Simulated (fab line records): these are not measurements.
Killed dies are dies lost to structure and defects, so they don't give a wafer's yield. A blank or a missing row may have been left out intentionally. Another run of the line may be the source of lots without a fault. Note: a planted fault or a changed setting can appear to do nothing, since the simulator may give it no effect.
fab line records -- flow nand-harc -- part 1 of 2: steps 1 to 3 of 6
[record] lots = 24, wafers = 72, last-day = 34
route steps=1302 shown P_ZERO_WELL@18 P_GATE@157
lots that met no fault: from a run of the same line without faults
start-h: the number of hours between the record's first day and the start of the first shown wafer of the lot -- wait-h: hours elapsed since this lot's preceding step -- " same as the row above -- L1.1+2: a single row standing in for several wafers -- - no value, or no start was given -- * or withheld: withheld -- < > ~ a bound
route shown NAME@n: names a module that has steps shown in the file, with the first one's number in the route -- usual: mean and standard deviation over wafers with no fault -- same: alike in all rows -- chamber/n: place in a boat -- sites: each site's reading -- _std_site: the values' standard deviation -- _edge_site: inner sites' mean taken away from outer sites' mean -- radius-mm: how far each site lies from the wafer's centre -- mask NAME#n: copy n -- behind: the tool/chamber that last shaped the wafer -- hold: what put the lot on hold/how long, in hours/how the hold closed -- device: which transistor (n, p or np) failed to switch -- end of line: the route-end tests of the same wafers -- a step with no rows: only its recipe -- killed: dies lost to structure and defects at the first sort, not the wafer's yield -- map: the dies of a wafer, with x for killed, . for not killed, _ for no die there
set.NAME: the setting the step ran with; set.NAME@STEP: the setting that earlier step ran with -- model.NAME: the simulator's own value behind a step, which no gauge read
the route's steps for a sample of lots (tables are steps, rows are wafers)
services: when a tool's chamber went out of use (start-h, in hours from the record's first day, below 0 if earlier), for how many hours, and the reason
[[steps]]
[step NHARC_P_ZERO_WELL_ETCH_62]
[recipe] target-depth-a = 130, time-s = 6.5, chf3-flow-sccm = 50, ar-flow-sccm = 200, rf-w = 500, bias-w = 200, chemistry = CHF3/Ar
[usual] drypump-motor-current-A = 5.8/0.52, mfc-ar-sccm = 200.0/0.6, oes-product-au = 0.956/0.018, rf-vpp-V = 371.9/2, showerhead-plenum-p-Torr = 2.40/0.081, throttle-valve-pct = 20.216/0.0099
lot.wafer,tool,chamber,start-h,wait-h,drypump-motor-current-A,mfc-ar-sccm,oes-product-au,rf-hours-counter-h,rf-vpp-V,showerhead-plenum-p-Torr,throttle-valve-pct
L074.3,rie-diel-04,3,-,-,6.0,201.5,0.970,2,374.3,2.53,20.212
L074.6,rie-diel-04,0,-,-,5.3,199.3,0.962,-,369.3,2.30,20.226
L074.5,rie-diel-04,3,-,-,6.0,200.9,0.960,-,375.8,2.53,20.219
L075.2,rie-diel-04,3,-,-,6.0,199.8,0.959,5,375.1,2.53,20.211
L075.6,rie-diel-04,0,-,-,5.2,198.8,0.962,-,368.3,2.30,20.205
L075.5,rie-diel-04,2,-,-,6.2,199.7,0.954,-,372.9,2.46,20.229
L076.3,rie-diel-04,0,-,-,5.2,199.1,0.922,7,369.8,2.30,20.207
L076.2,rie-diel-04,3,-,-,6.0,201.1,0.921,7,374.1,2.53,20.203
L076.6,rie-diel-04,2,-,-,6.2,199.8,0.917,-,373.5,2.45,20.210
L077.2,rie-diel-04,3,-,-,6.0,201.1,0.977,11,375.5,2.53,20.220
L077.6,rie-diel-04,1,-,-,6.6,199.9,0.964,-,367.4,2.22,20.214
L077.5,rie-diel-04,2,-,-,6.2,200.5,0.971,-,371.4,2.45,20.221
L078.1,rie-diel-12,3,-,-,6.1,200.4,0.950,46,370.0,2.32,20.216
L078.4,rie-diel-12,1,-,-,5.5,200.3,0.982,44,373.8,2.44,20.213
L078.6,rie-diel-12,3,-,-,6.1,199.9,0.950,-,370.4,2.32,20.200
L079.3,rie-diel-11,0,-,-,6.3,200.3,0.989,46,375.1,2.45,20.217
L079.1,rie-diel-11,1,-,-,6.2,200.5,0.954,47,373.7,2.48,20.205
L079.5,rie-diel-11,3,-,-,5.0,200.7,0.976,-,371.6,2.36,20.217
L080.2,rie-diel-04,1,-,-,6.6,201.2,0.955,15,367.7,2.22,20.237
L080.3,rie-diel-04,3,-,-,6.0,199.6,0.956,22,375.1,2.53,20.212
L080.1,rie-diel-04,0,-,-,5.3,200.3,0.937,24,369.9,2.29,20.203
L081.1,rie-diel-11,3,-,-,5.0,199.5,0.961,2,370.4,2.36,20.230
L081.3,rie-diel-11,1,-,-,6.2,199.6,0.943,4,373.7,2.48,20.218
L081.6,rie-diel-11,0,-,-,6.3,200.8,0.960,-,371.9,2.45,20.221
L082.4,rie-diel-11,1,-,-,6.2,200.4,0.955,7,373.9,2.48,20.207
L082.2,rie-diel-11,2,-,-,6.1,199.1,0.950,7,372.7,2.44,20.226
L082.6,rie-diel-11,0,-,-,6.4,201.1,0.961,-,373.3,2.45,20.236
L083.4,rie-diel-04,0,-,-,5.3,199.0,0.979,35,370.5,2.29,20.209
L083.2,rie-diel-04,2,-,-,6.2,200.0,0.957,28,373.3,2.45,20.207
L083.5,rie-diel-04,0,-,-,5.3,199.0,0.981,-,370.5,2.29,20.234
L084.1,rie-diel-11,0,-,-,6.3,199.1,0.975,12,372.4,2.45,20.214
L084.4,rie-diel-11,1,-,-,6.2,198.6,0.961,14,373.4,2.47,20.219
L084.2,rie-diel-11,2,-,-,6.1,199.5,0.950,14,373.1,2.43,20.232
L085.4,rie-diel-11,2,-,-,6.1,199.0,0.961,15,373.7,2.43,20.220
L085.2,rie-diel-11,3,-,-,5.0,200.1,0.956,14,370.1,2.35,20.206
L085.3,rie-diel-11,0,-,-,6.3,200.6,0.982,14,371.8,2.45,20.213
L086.4,rie-diel-04,3,-,-,6.0,200.1,0.930,42,374.7,2.52,20.224
L086.2,rie-diel-04,0,-,-,5.3,200.1,0.945,46,368.8,2.28,20.215
L086.5,rie-diel-04,3,-,-,6.0,200.2,0.933,-,376.3,2.52,20.214
L087.3,rie-diel-11,3,-,-,5.0,201.1,0.940,21,370.8,2.35,20.221
L087.2,rie-diel-11,0,-,-,6.3,200.6,0.954,20,371.5,2.45,20.215
L087.1,rie-diel-11,1,-,-,6.2,200.2,0.959,21,374.3,2.47,20.206
L088.1,rie-diel-04,2,-,-,6.2,200.7,0.911,46,372.4,2.44,20.221
L088.3,rie-diel-04,3,-,-,6.0,200.1,0.924,46,374.8,2.52,20.213
L088.2,rie-diel-04,1,-,-,6.6,200.6,0.916,42,368.5,2.21,20.224
L089.2,rie-diel-11,3,-,-,5.0,199.8,0.975,26,369.9,2.35,20.242
L089.1,rie-diel-11,0,-,-,6.3,200.1,0.973,27,374.4,2.44,20.201
L089.5,rie-diel-11,1,-,-,6.2,200.1,0.964,-,374.2,2.47,20.214
L090.2,rie-diel-11,2,-,-,6.1,199.9,0.954,30,372.6,2.43,20.214
L090.5,rie-diel-11,2,-,-,6.1,199.7,0.960,-,371.4,2.43,20.205
L090.6,rie-diel-11,3,-,-,5.0,199.4,0.944,-,371.8,2.35,20.223
L091.1,rie-diel-12,2,-,-,5.5,199.5,0.967,31,372.8,2.44,20.223
L091.3,rie-diel-12,0,-,-,5.0,199.1,0.951,31,371.4,2.31,20.209
L091.5,rie-diel-12,3,-,-,6.1,199.8,0.943,-,369.0,2.30,20.222
L092.1,rie-diel-11,3,-,-,5.0,199.0,0.983,33,370.8,2.35,20.220
L092.4,rie-diel-11,0,-,-,6.3,199.6,0.962,33,372.9,2.44,20.211
L092.6,rie-diel-11,2,-,-,6.1,200.5,0.977,-,372.0,2.43,20.200
L093.3,rie-diel-11,3,-,-,5.0,201.0,0.928,36,371.8,2.34,20.215
L093.2,rie-diel-11,0,-,-,6.3,200.3,0.948,37,373.2,2.44,20.226
L093.5,rie-diel-11,1,-,-,6.2,199.0,0.925,-,374.0,2.46,20.216
L094.4,rie-diel-12,3,-,-,6.1,199.1,0.967,43,368.3,2.30,20.214
L094.3,rie-diel-12,0,-,-,5.0,199.6,0.964,41,368.3,2.31,20.222
L094.6,rie-diel-12,2,-,-,5.4,201.0,0.980,-,373.7,2.44,20.218
L095.4,rie-diel-11,2,-,-,6.1,199.5,0.967,45,370.9,2.42,20.230
L095.1,rie-diel-11,3,-,-,5.0,199.9,0.956,43,370.4,2.34,20.220
L095.5,rie-diel-11,3,-,-,5.0,200.1,0.960,-,370.4,2.34,20.233
L096.3,rie-diel-12,2,-,-,5.4,199.1,0.972,49,372.2,2.43,20.227
L096.2,rie-diel-12,3,-,-,6.1,200.1,0.973,50,367.9,2.30,20.218
L096.6,rie-diel-12,2,-,-,5.5,200.1,0.975,-,372.1,2.43,20.233
L097.3,rie-diel-11,3,-,-,5.0,200.4,0.957,48,371.6,2.34,20.212
L097.4,rie-diel-11,1,-,-,6.2,199.8,0.949,51,371.9,2.46,20.234
L097.6,rie-diel-11,0,-,-,6.3,199.9,0.960,-,372.5,2.44,20.198
[step NHARC_P_ZERO_WELL_ETCH_63]
[recipe] target-depth-a = 1200, time-s = 40.1, hbr-flow-sccm = 150, cl2-flow-sccm = 50, rf-w = 400, icp-w = 400, bias-w = 100, chemistry = HBr/Cl2
[usual] drypump-motor-current-A = 6.0/0.35, he-backside-leak-sccm = 2.75/0.22, oes-product-au = 0.999/0.007, throttle-valve-pct = 26.405/0.0083
lot.wafer,tool,chamber,start-h,wait-h,drypump-motor-current-A,he-backside-leak-sccm,oes-product-au,rf-hours-counter-h,throttle-valve-pct
L074.3,rie-si-03,0,21.59,-,5.8,2.90,0.991,0.8,26.391
L074.6,rie-si-03,3,21.59,-,6.5,2.69,0.992,-,26.404
L074.5,rie-si-03,0,21.59,-,5.8,2.79,0.986,-,26.397
L075.2,rie-si-03,2,31.71,-,6.5,2.83,1.004,0.9,26.388
L075.5,rie-si-03,1,31.71,-,5.7,2.63,0.997,-,26.411
L075.6,rie-si-03,2,31.71,-,6.5,2.85,0.989,-,26.405
L076.2,rie-si-03,1,42.31,-,5.7,2.74,1.000,1.0,26.411
L076.3,rie-si-03,0,42.31,-,5.8,2.78,0.996,1.0,26.404
L076.6,rie-si-03,1,42.31,-,5.7,2.76,1.003,-,26.396
L077.2,rie-si-02,0,51.57,-,6.1,2.65,1.006,0.9,26.408
L077.5,rie-si-02,2,51.57,-,6.0,2.68,1.000,-,26.408
L077.6,rie-si-02,3,51.57,-,5.5,2.64,0.990,-,26.392
L078.4,rie-si-01,2,61.66,-,6.3,2.43,1.005,0.2,26.395
L078.1,rie-si-01,1,61.66,-,6.0,2.64,1.000,0.2,26.413
L078.6,rie-si-01,2,61.66,-,6.3,2.50,0.995,-,26.414
L079.1,rie-si-03,0,71.78,-,5.8,2.93,0.999,0.0,26.400
L079.3,rie-si-03,1,71.78,-,5.7,2.66,0.996,0.1,26.396
L079.5,rie-si-03,0,71.78,-,5.8,2.97,0.996,-,26.412
L080.2,rie-si-02,3,81.68,-,5.5,2.60,1.001,1.0,26.407
L080.1,rie-si-02,0,81.68,-,6.1,2.55,1.015,1.1,26.404
L080.3,rie-si-02,1,81.68,-,6.1,2.92,1.002,1.1,26.406
L081.3,rie-si-02,3,91.74,-,5.5,2.73,1.001,1.1,26.398
L081.1,rie-si-02,0,91.74,-,6.1,2.60,1.007,1.2,26.405
L081.6,rie-si-02,3,91.74,-,5.5,2.67,0.995,-,26.415
L082.2,rie-si-03,2,101.84,-,6.5,3.04,0.994,0.2,26.423
L082.4,rie-si-03,3,101.84,-,6.5,2.62,1.006,0.2,26.406
L082.6,rie-si-03,0,101.84,-,5.8,2.92,0.996,-,26.406
L083.2,rie-si-02,0,111.71,-,6.1,2.71,0.998,0.0,26.404
L083.4,rie-si-02,2,111.71,-,5.9,2.61,1.000,0.0,26.404
L083.5,rie-si-02,0,111.71,-,6.1,2.71,1.003,-,26.407
L084.1,rie-si-01,3,121.72,-,5.5,2.90,0.993,0.7,26.404
L084.4,rie-si-01,0,121.72,-,5.5,2.47,1.005,0.6,26.396
L084.2,rie-si-01,2,121.72,-,6.2,2.40,1.006,0.7,26.391
L085.2,rie-si-03,0,131.76,-,5.8,2.86,0.992,0.5,26.393
L085.3,rie-si-03,1,131.76,-,5.7,2.75,1.001,0.4,26.397
L085.4,rie-si-03,3,131.76,-,6.5,2.65,0.987,0.3,26.406
L086.2,rie-si-03,1,141.86,-,5.7,2.73,1.003,0.5,26.413
L086.4,rie-si-03,3,141.86,-,6.5,2.71,0.995,0.4,26.389
L086.5,rie-si-03,1,141.86,-,5.7,2.88,1.006,-,26.399
L087.2,rie-si-01,0,151.55,-,5.6,2.90,1.001,0.9,26.404
L087.1,rie-si-01,2,151.55,-,6.2,2.52,1.003,0.8,26.403
L087.3,rie-si-01,3,151.55,-,5.6,2.81,0.988,0.9,26.406
L088.1,rie-si-01,2,161.54,-,6.3,2.30,1.006,0.9,26.389
L088.2,rie-si-01,3,161.54,-,5.5,2.85,0.998,1.0,26.415
L088.3,rie-si-01,0,161.54,-,5.5,2.97,1.009,1.0,26.407
L089.1,rie-si-02,3,171.67,-,5.5,2.67,0.992,0.4,26.403
L089.2,rie-si-02,1,171.67,-,6.1,2.88,0.991,0.4,26.400
L089.5,rie-si-02,3,171.67,-,5.5,2.67,0.994,-,26.415
L090.2,rie-si-02,1,181.59,-,6.2,2.97,0.996,0.4,26.415
L090.5,rie-si-02,2,181.59,-,6.0,2.66,0.996,-,26.408
L090.6,rie-si-02,3,181.59,-,5.5,2.59,1.000,-,26.415
L091.3,rie-si-03,1,191.67,-,5.7,2.75,0.984,0.8,26.406
L091.1,rie-si-03,3,191.67,-,6.5,2.72,0.994,0.7,26.407
L091.5,rie-si-03,1,191.67,-,5.7,2.84,0.998,-,26.414
L092.1,rie-si-03,1,201.69,-,5.6,2.70,1.001,0.8,26.394
L092.4,rie-si-03,3,201.69,-,6.5,2.67,1.001,0.8,26.409
L092.6,rie-si-03,1,201.69,-,5.7,2.66,0.997,-,26.403
L093.3,rie-si-02,3,212.05,-,5.5,2.64,1.001,0.7,26.400
L093.2,rie-si-02,0,212.05,-,6.1,2.53,1.019,0.6,26.403
L093.5,rie-si-02,3,212.05,-,5.5,2.63,1.003,-,26.423
L094.4,rie-si-02,1,221.78,-,6.1,2.75,0.994,0.7,26.404
L094.3,rie-si-02,0,221.78,-,6.1,2.72,1.009,0.7,26.416
L094.6,rie-si-02,2,221.78,-,6.0,2.48,1.013,-,26.408
L095.4,rie-si-03,1,231.90,-,5.7,2.71,0.994,0.0,26.384
L095.1,rie-si-03,3,231.90,-,6.5,2.82,1.007,0.0,26.402
L095.5,rie-si-03,2,231.90,-,6.6,2.90,0.994,-,26.398
L096.3,rie-si-03,3,241.66,-,6.5,2.76,0.981,0.0,26.411
L096.2,rie-si-03,2,241.66,-,6.5,2.97,0.986,0.1,26.399
L096.6,rie-si-03,0,241.66,-,5.8,2.82,0.994,-,26.411
L097.4,rie-si-02,0,251.91,-,6.1,2.68,1.009,0.8,26.398
L097.3,rie-si-02,2,251.91,-,5.9,2.53,0.999,0.9,26.400
L097.6,rie-si-02,0,251.91,-,6.1,2.75,1.005,-,26.392
[step NHARC_P_GATE_STRIP_101]
[recipe] time-s = 20, o2-flow-sccm = 500, ar-flow-sccm = 0, bias-w = 0, chemistry = O2
[usual] drypump-motor-current-A = 5.7/0.45, mfc-ar-sccm = 0.006/0.0095, oes-product-au = 1.001/0.0068, rf-vpp-V = 57.7/0.93, showerhead-plenum-p-Torr = 3.48/0.14, throttle-valve-pct = 17.036/0.0078
lot.wafer,tool,chamber,start-h,wait-h,drypump-motor-current-A,mfc-ar-sccm,oes-product-au,rf-hours-counter-h,rf-vpp-V,showerhead-plenum-p-Torr,throttle-valve-pct
L074.3,rie-diel-06,0,110.50,0.4,5.4,0.016,0.999,7.2,57.8,3.34,17.044
L074.6,rie-diel-06,2,110.50,0.4,5.0,0,1.004,-,58.5,3.60,17.030
L074.5,rie-diel-06,3,110.50,0.4,5.5,0.026,0.994,-,57.3,3.31,17.041
L076.3,rie-diel-08,1,124.27,0.1,5.5,0,1.000,6.0,58.1,3.69,17.030
L076.2,rie-diel-08,2,124.27,0.1,6.0,0,1.005,7.4,59.5,3.34,17.035
L076.6,rie-diel-08,1,124.27,0.1,5.4,0,1.009,-,57.8,3.69,17.046
L075.2,rie-diel-06,0,124.79,0.1,5.4,0.016,0.991,7.5,58.4,3.34,17.030
L075.5,rie-diel-06,1,124.79,0.1,6.4,0.003,0.988,-,57.7,3.36,17.038
L075.6,rie-diel-06,2,124.79,0.1,5.0,0,1.007,-,57.3,3.60,17.037
L077.2,rie-diel-08,3,135.84,0.1,6.2,0,1.002,7.1,58.2,3.50,17.035
L077.6,rie-diel-08,0,135.84,0.1,5.4,0,0.996,-,56.1,3.61,17.053
L077.5,rie-diel-08,1,135.84,0.1,5.4,0,1.005,-,59.1,3.69,17.032
L078.1,rie-diel-08,3,149.06,0.1,6.2,0,1.000,7.7,58.5,3.50,17.033
L078.4,rie-diel-08,0,149.06,0.1,5.4,0,1.000,6.8,59.3,3.61,17.049
L078.6,rie-diel-08,0,149.06,0.1,5.4,0,0.997,-,57.8,3.61,17.041
L079.3,rie-diel-08,2,159.24,0.2,6.0,0,1.014,8.3,57.5,3.34,17.044
L079.1,rie-diel-08,3,159.24,0.2,6.2,0,1.004,8.0,58.3,3.50,17.030
L079.5,rie-diel-08,0,159.24,0.2,5.4,0,1.003,-,57.3,3.61,17.017
L080.3,rie-diel-06,1,167.74,0.1,6.4,0.003,1.000,3.7,56.5,3.36,17.024
L080.1,rie-diel-06,2,167.74,0.1,5.0,0,0.999,4.1,59.3,3.60,17.032
L080.2,rie-diel-06,0,167.74,0.1,5.5,0.016,1.013,3.6,57.7,3.34,17.047
L081.3,rie-diel-06,0,182.76,0.1,5.5,0.016,1.005,4.2,55.0,3.34,17.036
L081.1,rie-diel-06,2,182.76,0.1,5.0,0,1.006,4.6,59.4,3.60,17.034
L081.6,rie-diel-06,3,182.76,0.1,5.5,0.026,1.006,-,56.7,3.31,17.038
L082.4,rie-diel-08,0,183.07,0.1,5.4,0,1.001,8.9,58.6,3.61,17.028
L082.2,rie-diel-08,2,183.07,0.1,6.0,0,1.009,10.4,56.3,3.34,17.033
L082.6,rie-diel-08,0,183.07,0.1,5.4,0,1.010,-,59.6,3.61,17.036
L083.4,rie-diel-06,3,197.30,0.1,5.5,0.026,0.990,2.0,56.6,3.31,17.035
L083.2,rie-diel-06,1,197.30,0.1,6.5,0.003,0.991,4.7,56.4,3.36,17.032
L083.5,rie-diel-06,2,197.30,0.1,5.0,0,0.997,-,56.1,3.60,17.033
L084.1,rie-diel-08,2,206.21,0.1,6.0,0,1.009,0.0,57.5,3.34,17.047
L084.2,rie-diel-08,3,206.21,0.1,6.2,0,1.003,0.0,57.6,3.49,17.044
L084.4,rie-diel-08,0,206.21,0.1,5.4,0,1.001,-,57.7,3.61,17.034
L085.4,rie-diel-06,3,219.86,0.1,5.5,0.026,1.007,3.2,56.8,3.31,17.044
L085.2,rie-diel-06,0,219.86,0.1,5.5,0.016,0.999,6.5,58.0,3.34,17.040
L085.3,rie-diel-06,1,219.86,0.1,6.4,0.003,0.982,6.6,58.1,3.36,17.043
L086.4,rie-diel-13,1,223.60,0.1,5.2,0.042,1.000,2.5,57.1,3.40,17.039
L086.2,rie-diel-13,2,223.60,0.1,5.0,0.018,0.998,2.9,56.5,3.55,17.042
L086.5,rie-diel-13,0,223.60,0.1,5.1,0.017,0.989,-,58.7,3.38,17.037
L087.2,rie-diel-06,1,236.20,0.1,6.5,0.003,0.986,7.1,55.9,3.36,17.034
L087.3,rie-diel-06,3,236.20,0.1,5.5,0.026,0.988,4.0,56.2,3.31,17.032
L087.1,rie-diel-06,0,236.20,0.1,5.4,0.016,0.994,7.1,58.1,3.34,17.036
L089.1,rie-diel-06,2,253.82,0.1,5.0,0,0.993,8.7,58.4,3.60,17.040
L089.2,rie-diel-06,3,253.82,0.1,5.5,0.026,1.004,5.2,59.1,3.31,17.038
L089.5,rie-diel-06,0,253.82,0.1,5.4,0.016,0.996,-,58.8,3.34,17.040
L088.1,rie-diel-06,2,259.28,0.1,5.0,0,0.995,8.8,57.6,3.60,17.031
L088.2,rie-diel-06,3,259.28,0.1,5.5,0.026,1.001,5.3,57.0,3.31,17.040
L088.3,rie-diel-06,1,259.28,0.1,6.4,0.003,0.989,8.2,58.1,3.36,17.038
L090.2,rie-diel-08,0,266.82,0.1,5.4,0,1.003,4.0,57.2,3.60,17.031
L090.6,rie-diel-08,3,266.82,0.1,6.2,0,1.004,-,57.9,3.49,17.050
L090.5,rie-diel-08,0,266.82,0.1,5.4,0,1.006,-,57.1,3.60,17.033
L091.3,rie-diel-08,0,279.14,0.1,5.4,0,0.992,4.8,57.8,3.60,17.038
L091.1,rie-diel-08,1,279.14,0.1,5.4,0,1.009,4.9,58.9,3.68,17.042
L091.5,rie-diel-08,1,279.14,0.1,5.4,0,1.010,-,58.3,3.68,17.038
L092.4,rie-diel-08,0,292.77,0.1,5.4,0,0.992,5.4,58.2,3.60,17.027
L092.1,rie-diel-08,1,292.77,0.1,5.4,0,0.998,5.5,58.7,3.68,17.052
L092.6,rie-diel-08,0,292.77,0.1,5.4,0,1.005,-,57.8,3.60,17.030
L093.3,rie-diel-06,0,297.45,0.1,5.4,0.016,1.006,11.5,57.7,3.34,17.030
L093.2,rie-diel-06,1,297.45,0.1,6.4,0.003,0.995,11.1,55.0,3.35,17.031
L093.5,rie-diel-06,3,297.45,0.1,5.5,0.026,0.995,-,57.9,3.30,17.049
L094.4,rie-diel-08,0,307.38,0.1,5.4,0,1.002,6.5,58.2,3.60,17.030
L094.3,rie-diel-08,2,307.38,0.1,6.0,0,1.010,6.0,56.5,3.34,17.036
L094.6,rie-diel-08,3,307.38,0.1,6.2,0,1.002,-,58.6,3.49,17.040
L095.4,rie-diel-08,2,313.56,0.1,6.0,0,1.008,7.6,55.9,3.34,17.036
L095.1,rie-diel-08,1,313.56,0.1,5.4,0,1.009,7.8,58.4,3.68,17.039
L095.5,rie-diel-08,2,313.56,0.1,6.0,0,0.995,-,57.2,3.33,17.036
L097.3,rie-diel-08,3,335.35,0.1,6.2,0,1.014,8.2,58.6,3.49,17.043
L097.4,rie-diel-08,0,335.35,0.1,5.4,0,1.005,8.7,58.0,3.60,17.037
L097.6,rie-diel-08,2,335.35,0.1,6.0,0,1.013,-,57.4,3.34,17.041
L096.2,rie-diel-08,0,361.50,0.1,5.4,0,1.003,10.0,57.4,3.60,17.038
L096.3,rie-diel-08,1,361.50,0.1,5.4,0,1.003,9.6,57.8,3.68,17.038
L096.6,rie-diel-08,0,361.50,0.1,5.4,0,1.002,-,58.7,3.60,17.026
